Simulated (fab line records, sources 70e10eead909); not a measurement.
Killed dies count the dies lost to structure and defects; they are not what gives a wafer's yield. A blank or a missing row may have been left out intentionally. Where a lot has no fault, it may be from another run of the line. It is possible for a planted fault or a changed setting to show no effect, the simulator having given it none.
Chamber matching + flow nand_harc + 4 sister chambers for NHARC_A_CHANNEL_HOLE_D1_DESCUM_15 on rie_diel-12
The step chemistry O2, time 3 s. 16 wafers are shown with their chamber, then 8 later ones without.

## EACH WAFER AND ITS CHAMBER
| wafer  | chamber | drypump_motor_current_A (A) | oes_product_au (a.u.) | throttle_valve_pct (%) |
|--------|---------|-----------------------------|-----------------------|------------------------|
| L842.2 | 1       | 5.7                         | 1.013                 | 11.315                 |
| L842.4 | 2       | 5.3                         | 0.985                 | 11.317                 |
| L842.5 | 1       | 5.7                         | 1.016                 | 11.304                 |
| L843.1 | 3       | 5.9                         | 0.987                 | 11.325                 |
| L843.5 | 3       | 5.9                         | 0.985                 | 11.313                 |
| L843.6 | 0       | 6.3                         | 1.000                 | 11.303                 |
| L844.1 | 2       | 5.3                         | 0.995                 | 11.303                 |
| L844.3 | 3       | 6.0                         | 0.994                 | 11.316                 |
| L844.5 | 0       | 6.3                         | 0.990                 | 11.318                 |
| L847.1 | 2       | 5.3                         | 0.991                 | 11.327                 |
| L847.3 | 0       | 6.3                         | 1.002                 | 11.319                 |
| L847.6 | 0       | 6.3                         | 1.005                 | 11.315                 |
| L851.3 | 3       | 5.9                         | 0.983                 | 11.334                 |
| L851.4 | 2       | 5.3                         | 0.990                 | 11.327                 |
| L851.6 | 3       | 5.9                         | 0.983                 | 11.326                 |
| L857.1 | 2       | 5.3                         | 0.987                 | 11.319                 |

SIGNATURES, as means of the wafers listed above
| reading                 | chamber 0 | chamber 1 | chamber 2 | chamber 3 | scatter within a chamber |
|-------------------------|-----------|-----------|-----------|-----------|--------------------------|
| drypump_motor_current_A | 6.300     | 5.700     | 5.300     | 5.920     | 0.0258                   |
| oes_product_au          | 0.99925   | 1.01450   | 0.98960   | 0.98640   | 0.00478                  |
| throttle_valve_pct      | 11.31375  | 11.30950  | 11.31860  | 11.32280  | 0.00863                  |
Rule: a wafer lies at a distance from a chamber equal to the root of the sum of squares, over the readings, of (its reading less the chamber's mean, divided by the reading's scatter). If the next closest chamber is less than 2 further off than the closest, the wafer can't be placed; otherwise it belongs to the closest. The scatter is the square root of a quotient: the sum, over the shown wafers, of each reading's squared deviation from its chamber's mean, divided by wafers minus chambers.

## WAFERS WHOSE CHAMBER IS MISSING
| wafer  | drypump_motor_current_A (A) | oes_product_au (a.u.) | throttle_valve_pct (%) |
|--------|-----------------------------|-----------------------|------------------------|
| L857.5 | 5.7                         | 0.991                 | 11.310                 |
| L857.6 | 6.3                         | 0.994                 | 11.317                 |
| L861.1 | 5.7                         | 0.996                 | 11.323                 |
| L861.3 | 5.9                         | 0.999                 | 11.314                 |
| L861.5 | 5.3                         | 1.006                 | 11.304                 |
| L863.2 | 5.7                         | 0.987                 | 11.315                 |
| L863.3 | 6.3                         | 1.000                 | 11.320                 |
| L863.6 | 5.7                         | 0.990                 | 11.302                 |

## WHICH CHAMBER EACH WENT THROUGH
| wafer  | from the rows above | in truth |
|--------|---------------------|----------|
| L857.5 | 1                   | 1        |
| L857.6 | 0                   | 0        |
| L861.1 | 1                   | 1        |
| L861.3 | 3                   | 3        |
| L861.5 | 2                   | 2        |
| L863.2 | 1                   | 1        |
| L863.3 | 0                   | 0        |
| L863.6 | 1                   | 1        |
8 of 8 placed correctly. Left unplaced by these rows: 0. Placed wrongly: 0.
